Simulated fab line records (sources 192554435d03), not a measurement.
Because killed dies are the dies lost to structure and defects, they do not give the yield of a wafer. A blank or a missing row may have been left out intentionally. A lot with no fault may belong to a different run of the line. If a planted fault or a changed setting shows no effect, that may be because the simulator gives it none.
fab line records + flow n5-finfet
record
- lots=4
- wafers=12
- last-day=17
route steps=1938 shown BEOL_M11@1590 BEOL_M12@1602
lots untouched by any fault: they come from a run of this same line in which no faults occurred
start-h: start of the lot's first displayed wafer, in hours after the record's first day + wait-h: hours since the lot's step before + " identical to the entry in the row above + L1.1+2: a row that stands for several wafers + - value missing, or start not given + * or withheld: withheld + < > ~ a bound
route shown NAME@n: a module of which the file shows steps, and the number in the route of the first + usual: mean/standard deviation taken from wafers without a fault + same: alike in all rows + chamber/n: place in a boat + sites: each site's reading + _std_site: standard deviation across them + _edge_site: outer sites' mean less inner sites' + radius-mm: for every site, how far away it sits from the centre of the wafer + mask NAME#n: copy n + behind: the tool/chamber that last shaped the wafer + hold: the reason the lot was held/the length of the hold in hours/how it ended + device: the transistor (n, p or np) that didn't switch + end of line: at the end of the route, the tests of the same wafers + where a step has no rows: the recipe by itself + killed: count of dies lost to structure and defects at first sort (not the wafer's yield) + map: per-die view of a wafer (x killed, . not killed, _ where there is no die)
set.NAME: the setting that was run; set.NAME@STEP: the one run at that earlier step + model.NAME: the simulator's own value behind a step, which no gauge read
a table for each step, a row for each wafer; lots at some steps of the route
services: a tool's chamber out of use, with start hour (start-h, from the record's first day; less than 0 if before it), hours out, and reason
## steps
# step N5_BEOL_M11_ALD_74
# recipe
- material=TaN
- target-thk-a=20
- temp-c=275
- ald-precursor-family=PDMAT
- ald-co-reactant=NH3
- pressure-torr=3
- carrier-flow-sccm=1500
- pulse-time-s=2
- purge-time-s=3
- co-reactant-purge-time-s=2
- co-reactant-pulse-time-s=3
- ald-cycles=40
- precursor-vessel-temp-c=75
- precursor-vessel-pressure-torr=26.25
- precursor-vessel-carrier-sccm=1000
# step N5_BEOL_M11_SURFACE_TREAT_76
# recipe
- gas=Ar
- time-s=*
- ion-energy-ev=*
- ion-current-ma-cm2=0.5
- pressure-mtorr=*
- ar-flow-sccm=30
# step N5_BEOL_M11_CVD_75
# recipe
- material=Co
- target-thk-a=20
- temp-c=withheld
- precursor=CCTBA/H2
- pressure-torr=30
- time-s=138.9
# step N5_BEOL_M11_SPUTTER_48
# recipe
- material=Cu
- target-thk-a=120
- temp-c=-20
- bias-v=60
- power-w=26000
- chamber-pressure-pa=0.13
- time-s=2
# step N5_BEOL_M11_ECD_50
# recipe
- material=Cu
- target-thk-a=3180
# step N5_BEOL_M11_ANNEAL_51
# recipe
- temp-c=225
- time-s=90
- ambient=N2
# step N5_BEOL_M11_CMP_52
# recipe
- stop-on=SiCOH_lowk
- t-overpolish-s=7
- down-force-psi=1
- platen-rpm=50
- clearing-platen-down-force-psi=1.5
- clearing-platen-rpm=50
- post-cmp-clean=cu-alkaline
- target-thk-nm=140
- clearing-platen-pad-velocity-m-s=0.99484
- pad-velocity-m-s=0.99484
# step N5_BEOL_M11_PRE_CLEAN_55
# recipe
- gas=NH3
- time-s=15
- temp-c=withheld
- rf-power-w=300
# step N5_BEOL_M11_DEP_56
# recipe
- material=SiCN
- target-thk-a=300
- temp-c=withheld
- precursor=3MS/NH3
- pressure-torr=3
- rf-w=675
- time-s=10.5
# step N5_BEOL_M12_ILD_DEP_00
# recipe
- material=SiOC
- target-thk-a=6589.2
- temp-c=350
- precursor=DEMS/O2
- pressure-torr=5
- rf-w=500
- time-s=130.7
# usual
- heater-power-w=454/47
- showerhead-plenum-p-Torr=5.696/0.013
- throttle-valve-pct=12.2/0.76
| lot.wafer | tool     | chamber | start-h | wait-h | heater-power-w | showerhead-plenum-p-Torr | since-wet-clean-h | throttle-valve-pct | model.SiOC_of_BEOL_M12_ILD_DEP_00.thk-nm |
|-----------|----------|---------|---------|--------|----------------|--------------------------|-------------------|--------------------|------------------------------------------|
| L547.2    | pecvd-01 | 2       | 259.40  | 0.0    | 365            | 5.696                    | 572               | 11.8               | 657.4                                    |
| L547.3    | "        | 0       | "       | "      | 469            | 5.703                    | 1326              | 12.1               | 656.4                                    |
| L547.5    | "        | 1       | "       | "      | 490            | 5.704                    | -                 | 13.2               | 663.6                                    |
| L562.2    | pecvd-01 | 0       | 357.97  | 0.0    | 460            | 5.706                    | 1424              | 12.0               | 861.4                                    |
| L562.3    | "        | 2       | "       | "      | 466            | 5.688                    | 670               | 12.3               | 653.2                                    |
| L562.6    | "        | 2       | "       | "      | 366            | 5.685                    | -                 | 12.1               | 662.6                                    |
| L561.2    | pecvd-01 | 0       | 363.17  | 0.0    | 458            | 5.694                    | 1430              | 12.2               | 870.6                                    |
| L561.3    | "        | 1       | "       | "      | 527            | 5.698                    | 2155              | 13.2               | 659.2                                    |
| L561.5    | "        | 2       | "       | "      | 464            | 5.700                    | -                 | 12.3               | 666.6                                    |
| L563.1    | pecvd-04 | 1       | 377.28  | 0.0    | 540            | 5.694                    | 1806              | 12.8               | 652.4                                    |
| L563.2    | "        | 2       | "       | "      | 449            | 5.700                    | 327               | 11.2               | 656.6                                    |
| L563.5    | "        | 1       | "       | "      | 430            | 5.700                    | -                 | 12.6               | 662.8                                    |
# step N5_BEOL_M12_THK_MEAS_01
# recipe
- reads=SiOC_of_BEOL_M12_ILD_DEP_00
# usual
- M12_ILD_THK=658/7.7
| lot.wafer | tool          | chamber | start-h | wait-h | M12_ILD_THK[nm] |
|-----------|---------------|---------|---------|--------|-----------------|
| L547.2    | film-metro-02 | -       | 259.53  | 0.1    | 657             |
| L547.3    | "             | -       | "       | "      | 657             |
| L547.5    | "             | -       | "       | "      | 664             |
| L562.2    | film-metro-02 | -       | 358.10  | 0.1    | 862             |
| L562.3    | "             | -       | "       | "      | 653             |
| L562.6    | "             | -       | "       | "      | 663             |
| L561.2    | film-metro-01 | -       | 363.31  | 0.1    | 871             |
| L561.3    | "             | -       | "       | "      | 659             |
| L561.5    | "             | -       | "       | "      | 667             |
| L563.1    | film-metro-01 | -       | 377.41  | 0.1    | 653             |
| L563.2    | "             | -       | "       | "      | 656             |
| L563.5    | "             | -       | "       | "      | 663             |
# step N5_BEOL_M12_COAT_58
# recipe
- resist=BARC
- temp-c=205
- time-s=60
- spin-rpm=1500
- resist-thk-nm=89
# step N5_BEOL_M12_COAT_04
# recipe
- spin-rpm=1625
- resist-thk-nm=400
# step N5_BEOL_M12_EBR_06
# recipe
- solvent=PGMEA
- ebr-width-mm=1.5
# step N5_BEOL_M12_SOFTBAKE_05
# recipe
- temp-c=130
- time-s=60
# step N5_BEOL_M12_EXPOSE_07
# recipe
- mask-id=V11
- na=0.93
- source-shape=conventional
- sigma-outer=0.6
- polarization=unpolarized
- attpsm-phase-deg=180
- dose-mj=32.5
# step N5_BEOL_M12_PEB_08
# recipe
- peb-temp-c=130
- peb-time-s=90
# step N5_BEOL_M12_DEVELOP_09
# recipe
- develop-time-s=45
- rinse-liquid=diw
- dry=air-spin
- dev-temp-c=21
# step N5_BEOL_M12_HARDBAKE_14
# recipe
- temp-c=130
- time-s=120
# step N5_BEOL_M12_DESCUM_15
# recipe
- chemistry=O2
- time-s=7.9
- source-power-w=50
- bias-power-w=20
- pressure-mtorr=20
- rf-frequency-hz=2.712e+07
- temp-c=40
- o2-flow-sccm=225
# step N5_BEOL_M12_ETCH_59
# recipe
- chemistry=N2/H2
- target=BARC
- target-depth-a=890
- overetch-a=267
- time-s=67.9
- ion-energy-ev=200
- pressure-mtorr=30
- source-w=840
- bias-w=150
- n2-flow-sccm=200
- h2-flow-sccm=200
# step N5_BEOL_M12_VIA_ETCH_16
# recipe
- chemistry=C4F8/O2/Ar
- target=SiOC
- pressure-mtorr=30
- source-w=3000
- bias-w=700
- Ar_flow_sccm=400
- C4F8_flow_sccm=15
- O2_flow_sccm=8
- he-inner-torr=15
- he-outer-torr=30
- target-depth-a=7248
- time-s=withheld
- ion-energy-ev=250
- ends=cleared
# usual
- drypump-motor-current-A=5.8/0.33
- mfc-ar-sccm=399.9/1.3
- oes-product-au=0.71/0.08
- rf-vpp-V=666.0/2.9
- showerhead-plenum-p-Torr=3.43/0.1
- throttle-valve-pct=24.19/0.25
| lot.wafer | tool        | chamber | start-h | wait-h | drypump-motor-current-A | mfc-ar-sccm | oes-product-au | rf-vpp-V | showerhead-plenum-p-Torr | throttle-valve-pct | model.etch.depth-nm | model.coat_of_BEOL_M12_COAT_04.thk-nm |
|-----------|-------------|---------|---------|--------|-------------------------|-------------|----------------|----------|--------------------------|--------------------|---------------------|---------------------------------------|
| L547.2    | rie-diel-05 | 3       | 260.31  | 0.0    | 5.8                     | 399.1       | 0.73           | 663.0    | 3.32                     | 24.15              | 657.4               | 123.2                                 |
| L547.3    | "           | 2       | "       | "      | 5.5                     | 400.6       | 0.73           | 666.1    | 3.44                     | 24.11              | 656.4               | 124.8                                 |
| L547.5    | "           | 3       | "       | "      | 5.8                     | 401.3       | 0.72           | 662.1    | 3.32                     | 24.16              | 663.6               | 122                                   |
| L562.2    | rie-diel-04 | 0       | 358.74  | 0.0    | 6.3                     | 402.2       | 0.85           | 666.2    | 3.47                     | 23.95              | 861.5               | 63.2                                  |
| L562.3    | "           | 2       | "       | "      | 6.1                     | 401.0       | 0.63           | 663.9    | 3.36                     | 24.59              | 653.1               | 125.4                                 |
| L562.6    | "           | 3       | "       | "      | 6.3                     | 399.7       | 0.63           | 664.0    | 3.36                     | 24.54              | 662.6               | 122.8                                 |
| L561.2    | rie-diel-05 | 3       | 363.99  | 0.0    | 5.8                     | 401.4       | 0.72           | 662.6    | 3.30                     | 24.21              | 870.5               | 57.4                                  |
| L561.3    | "           | 2       | "       | "      | 5.5                     | 402.1       | 0.70           | 664.3    | 3.42                     | 24.15              | 659.2               | 121.6                                 |
| L561.5    | "           | 3       | "       | "      | 5.9                     | 400.3       | 0.69           | 660.9    | 3.30                     | 24.18              | 666.6               | 118                                   |
| L563.1    | rie-diel-03 | 1       | 378.03  | 0.0    | 5.5                     | 401.3       | 0.62           | 659.8    | 3.24                     | 23.81              | 652.5               | 125.4                                 |
| L563.2    | "           | 2       | "       | "      | 5.8                     | 399.1       | 0.72           | 670.1    | 3.56                     | 23.95              | 656.6               | 122.4                                 |
| L563.5    | "           | 2       | "       | "      | 5.8                     | 399.0       | 0.73           | 669.7    | 3.56                     | 23.95              | 662.7               | 123.2                                 |
# step N5_BEOL_M12_STRIP_63
# recipe
- chemistry=N2/H2
- power-w=1000
- temp-c=250
- h2-frac=0.65
- overash-fraction=0.3
- pressure-mtorr=1000
- n2-flow-sccm=1750
- h2-flow-sccm=3250
# usual
- drypump-motor-current-A=5.64/0.23
- heater-power-w=348/27
- oes-product-au=0.694/0.0047
- strip-time-to-endpoint-s=42.6/0.77
| lot.wafer | tool            | chamber | start-h | wait-h | drypump-motor-current-A | heater-power-w | oes-product-au | rf-hours-counter-h | strip-time-to-endpoint-s |
|-----------|-----------------|---------|---------|--------|-------------------------|----------------|----------------|--------------------|--------------------------|
| L547.2    | plasma-asher-01 | 0       | 260.51  | -      | 5.81                    | 360            | 0.691          | 129                | 42.6                     |
| L547.3    | "               | 0       | "       | "      | 5.81                    | 362            | 0.695          | -                  | 43.0                     |
| L547.5    | "               | 0       | "       | "      | 5.82                    | 347            | 0.688          | -                  | 42.2                     |
| L562.2    | plasma-asher-01 | 1       | 358.94  | -      | 5.75                    | 335            | 0.665          | 150                | 25.6                     |
| L562.3    | "               | 1       | "       | "      | 5.75                    | 346            | 0.698          | -                  | 43.1                     |
| L562.6    | "               | 1       | "       | "      | 5.74                    | 340            | 0.684          | -                  | 42.4                     |
| L561.2    | plasma-asher-02 | 1       | 364.19  | -      | 5.67                    | 298            | 0.674          | 87                 | 23.9                     |
| L561.3    | "               | 0       | "       | "      | 5.23                    | 386            | 0.696          | -                  | 42.1                     |
| L561.5    | "               | 1       | "       | "      | 5.69                    | 316            | 0.688          | -                  | 41.1                     |
| L563.1    | plasma-asher-02 | 0       | 378.28  | -      | 5.22                    | 383            | 0.699          | 91                 | 43.1                     |
| L563.2    | "               | 1       | "       | "      | 5.71                    | 312            | 0.691          | 91                 | 42.4                     |
| L563.5    | "               | 1       | "       | "      | 5.75                    | 309            | 0.691          | -                  | 42.5                     |
# step N5_BEOL_M12_STRIP_64
# recipe
- chemistry=N2/H2
- power-w=1000
- temp-c=250
- h2-frac=0.65
- overash-fraction=0.3
- pressure-mtorr=withheld
- n2-flow-sccm=1750
- h2-flow-sccm=3250
# step N5_BEOL_M12_STRIP_71
# recipe
- chemistry=post-etch-residue-remover
- time-s=60
- temp-c=25
- remover-ph=withheld
- remover-water-wt-pct=withheld
- remover-fluoride-wt-pct=withheld
# step N5_BEOL_M12_SRD_72
# recipe
- time-s=30
- temp-c=23
- rinse-liquid=diw
- dry=n2-spin
- spin-rpm=1500
- dry-time-s=30
# step N5_BEOL_M12_COAT_65
# recipe
- resist=SOC
- temp-c=250
- time-s=60
- spin-rpm=1500
- resist-thk-nm=300
# step N5_BEOL_M12_COAT_66
# recipe
- resist=SiARC
- temp-c=220
- time-s=60
- spin-rpm=1500
- resist-thk-nm=110
# step N5_BEOL_M12_COAT_22
# recipe
- spin-rpm=2888
- resist-thk-nm=300
# step N5_BEOL_M12_EBR_24
# recipe
- solvent=PGMEA
- ebr-width-mm=1.5
# step N5_BEOL_M12_SOFTBAKE_23
# recipe
- temp-c=130
- time-s=60
# step N5_BEOL_M12_EXPOSE_25
# recipe
- mask-id=M12
- na=0.93
- source-shape=conventional
- sigma-outer=0.4
- polarization=unpolarized
- dose-mj=21.8
# step N5_BEOL_M12_PEB_26
# recipe
- peb-temp-c=130
- peb-time-s=90
# step N5_BEOL_M12_DEVELOP_27
# recipe
- develop-time-s=45
- rinse-liquid=diw
- dry=air-spin
- dev-temp-c=21
# step N5_BEOL_M12_HARDBAKE_32
# recipe
- temp-c=130
- time-s=120
# step N5_BEOL_M12_CMP_49
# recipe
- stop-on=SiOC
- t-overpolish-s=20.6
- down-force-psi=1
- platen-rpm=50
- clearing-platen-down-force-psi=1.5
- clearing-platen-rpm=50
- post-cmp-clean=cu-alkaline
- target-thk-nm=320
- clearing-platen-pad-velocity-m-s=0.99484
- pad-velocity-m-s=0.99484
# usual
- clearing-platen-down-force-psi=1.500/0.0031
- motor-current-A=6.0/0.61
- slurry-flow-ml-min=149.9/0.51
| lot.wafer | tool   | chamber | start-h | wait-h | clearing-platen-down-force-psi | motor-current-A | slurry-flow-ml-min | model.SiOC_of_BEOL_M12_ILD_DEP_00.thk-nm |
|-----------|--------|---------|---------|--------|--------------------------------|-----------------|--------------------|------------------------------------------|
| L547.2    | cmp-01 | 0       | 269.63  | 0.2    | 1.499                          | 5.7             | 149.5              | 599.4                                    |
| L547.3    | "      | 3       | "       | "      | 1.502                          | 5.9             | 150.7              | 596.6                                    |
| L547.5    | "      | 1       | "       | "      | 1.505                          | 5.9             | 150.3              | 603.6                                    |
| L562.3    | cmp-02 | 3       | 362.05  | 0.2    | 1.502                          | 6.1             | 150.2              | 594                                      |
| L562.2    | "      | 1       | "       | "      | 1.498                          | 6.4             | 149.5              | 801.8                                    |
| L562.6    | "      | 2       | "       | "      | 1.502                          | 6.0             | 149.5              | 603.4                                    |
| L561.3    | cmp-02 | 3       | 367.61  | 0.2    | 1.497                          | 6.1             | 149.9              | 601.4                                    |
| L561.2    | "      | 1       | "       | "      | 1.499                          | 6.5             | 150.0              | 810.4                                    |
| L561.5    | "      | 2       | "       | "      | 1.500                          | 5.8             | 150.9              | 608.6                                    |
| L563.2    | cmp-02 | 1       | 382.23  | 0.2    | 1.498                          | 6.3             | 149.5              | 597.4                                    |
| L563.1    | "      | 3       | "       | "      | 1.504                          | 6.2             | 150.0              | 592.2                                    |
| L563.5    | "      | 1       | "       | "      | 1.495                          | 6.4             | 149.3              | 604.6                                    |
## services
| tool            | chamber | start-h | hours | kind                           |
|-----------------|---------|---------|-------|--------------------------------|
| rie-diel-05     | 2       | 241.26  | 2.6   | repair                         |
| pecvd-04        | -       | 249.40  | 0.3   | repair                         |
| cmp-02          | -       | 253.86  | 1.7   | repair                         |
| rie-diel-05     | 0       | 255.58  | 11.1  | repair                         |
| cmp-02          | -       | 263.48  | 4.0   | pm                             |
| cmp-01          | -       | 264.83  | 4.0   | pm                             |
| rie-diel-04     | 0       | 266.18  | 6.3   | repair                         |
| cmp-02          | -       | 267.48  | -     | consumable-replace:conditioner |
| pecvd-01        | 1       | 277.97  | 7.5   | repair                         |
| cmp-01          | -       | 278.43  | 11.6  | pm                             |
| cmp-02          | -       | 282.39  | 0.8   | repair                         |
| pecvd-04        | -       | 292.55  | 1.2   | repair                         |
| plasma-asher-02 | -       | 298.53  | 11.6  | pm                             |
| rie-diel-05     | -       | 299.94  | 2.8   | pm                             |
| plasma-asher-02 | -       | 320.96  | 0.4   | repair                         |
| rie-diel-03     | -       | 321.59  | 0.2   | repair                         |
| rie-diel-03     | 3       | 327.58  | 11.6  | repair                         |
| rie-diel-04     | 1       | 328.03  | 7.2   | repair                         |
| cmp-01          | -       | 333.78  | 6.5   | pm                             |
| rie-diel-04     | 3       | 367.57  | 8.4   | repair                         |
| plasma-asher-01 | -       | 368.04  | 14.6  | pm                             |
| cmp-02          | -       | 373.27  | 5.7   | pm                             |
| pecvd-01        | -       | 373.48  | 1.0   | repair                         |
| cmp-02          | -       | 381.30  | 0.8   | repair                         |
## key
first-sign
- step=N5_BEOL_M12_THK_MEAS_01
- reading=M12_ILD_THK
- direction=up
- sigmas=27
- usual=658
- struck=866
effect
- step=N5_BEOL_M12_STRIP_63
- reading=strip-time-to-endpoint-s
- direction=down
- sigmas=23
- usual=*
- struck=*
model-effect
- step=N5_BEOL_M12_ILD_DEP_00
- value=SiOC_of_BEOL_M12_ILD_DEP_00.thk-nm
- without=649.5
- struck=866
model-effect
- step=N5_BEOL_M12_VIA_ETCH_16
- value=etch.depth-nm
- without=649.5
- struck=866
model-effect
- step=N5_BEOL_M12_CMP_49
- value=SiOC_of_BEOL_M12_ILD_DEP_00.thk-nm
- without=589.6
- struck=806.1
met-at N5_BEOL_M12_ILD_DEP_00
struck-wafers L561.2,L562.2
onset-between 259.40 357.97
fault
- kind=process-parameter-drift
- tool=pecvd-01
- chamber=0
- onset-h=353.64
- steps=N5_BEOL_M12_ILD_DEP_00
- channel=target-thk-a
- offset=*
- shape=step
- end-h=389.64
- acts-in=*
- stated=*
